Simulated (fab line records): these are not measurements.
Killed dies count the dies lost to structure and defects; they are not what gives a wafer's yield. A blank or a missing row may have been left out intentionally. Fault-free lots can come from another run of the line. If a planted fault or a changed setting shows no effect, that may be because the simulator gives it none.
Chamber matching	flow n5-finfet	4 sister chambers for N5_BEOL_M0_SAQP_ALD_48 on ald-sin-02
The step deposits SiO2, target thk 20 nm, pulse time 1 s, co reactant pulse time 1 s. 22 wafers are shown with their chamber, then 11 later ones without.

WAFERS, EACH WITH ITS CHAMBER
wafer	chamber	heater-power-w (W)	precursor-pulse-height-rel
L074.3	0	82	0.963
L074.4	3	64	1.004
L074.5	3	68	1.025
L076.2	3	66	0.996
L076.5	0	80	0.973
L076.6	3	67	1.016
L080.2	2	79	1.009
L080.4	3	66	0.991
L080.5	3	66	0.992
L081.1	2	79	1.022
L081.2	1	79	1.007
L081.6	0	81	1.011
L083.1	3	67	1.012
L083.2	0	83	1.006
L083.3	2	79	1.015
L083.4	1	81	1.040
L083.5	2	79	0.976
L083.6	1	81	1.030
L085.2	3	66	1.011
L085.3	0	81	0.982
L085.6	2	78	0.965
L088.1	2	78	0.992

SIGNATURES (averages over the wafers above)
reading	chamber 0	chamber 1	chamber 2	chamber 3	scatter within a chamber
heater-power-w	81.40	80.33	78.67	66.25	1.02
precursor-pulse-height-rel	0.98700	1.02567	0.99650	1.00588	0.0182
Rule: distance of a wafer from a chamber = root of the sum over the readings of ((wafer's reading minus chamber's mean) / reading's scatter) squared. If the next closest chamber is less than 2 further off than the closest, the wafer can't be placed; otherwise it belongs to the closest. The scatter is the square root of a quotient: the sum, over the shown wafers, of each reading's squared deviation from its chamber's mean, divided by wafers minus chambers.

WAFERS WHOSE CHAMBER IS MISSING
wafer	heater-power-w (W)	precursor-pulse-height-rel
L088.5	81	1.015
L088.6	78	1.002
L089.1	66	0.994
L089.2	80	1.010
L089.5	82	1.013
L093.1	80	1.009
L093.3	81	1.010
L093.6	67	1.030
L094.1	78	0.971
L094.3	81	0.989
L094.4	68	0.973

WHICH CHAMBER EACH ONE RAN IN
wafer	from the rows above	in truth
L088.5	can't be placed: 1 or 0 or 2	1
L088.6	can't be placed: 2 or 1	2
L089.1	3	3
L089.2	can't be placed: 1 or 2 or 0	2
L089.5	can't be placed: 0 or 1 or 2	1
L093.1	can't be placed: 1 or 2 or 0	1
L093.3	can't be placed: 1 or 0 or 2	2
L093.6	3	3
L094.1	can't be placed: 2 or 0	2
L094.3	can't be placed: 0 or 1 or 2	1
L094.4	3	3
Correctly placed: 3 of 11. From these rows, 8 cannot be placed; in 8 the true chamber is one of the candidates. Number placed wrongly: 0.
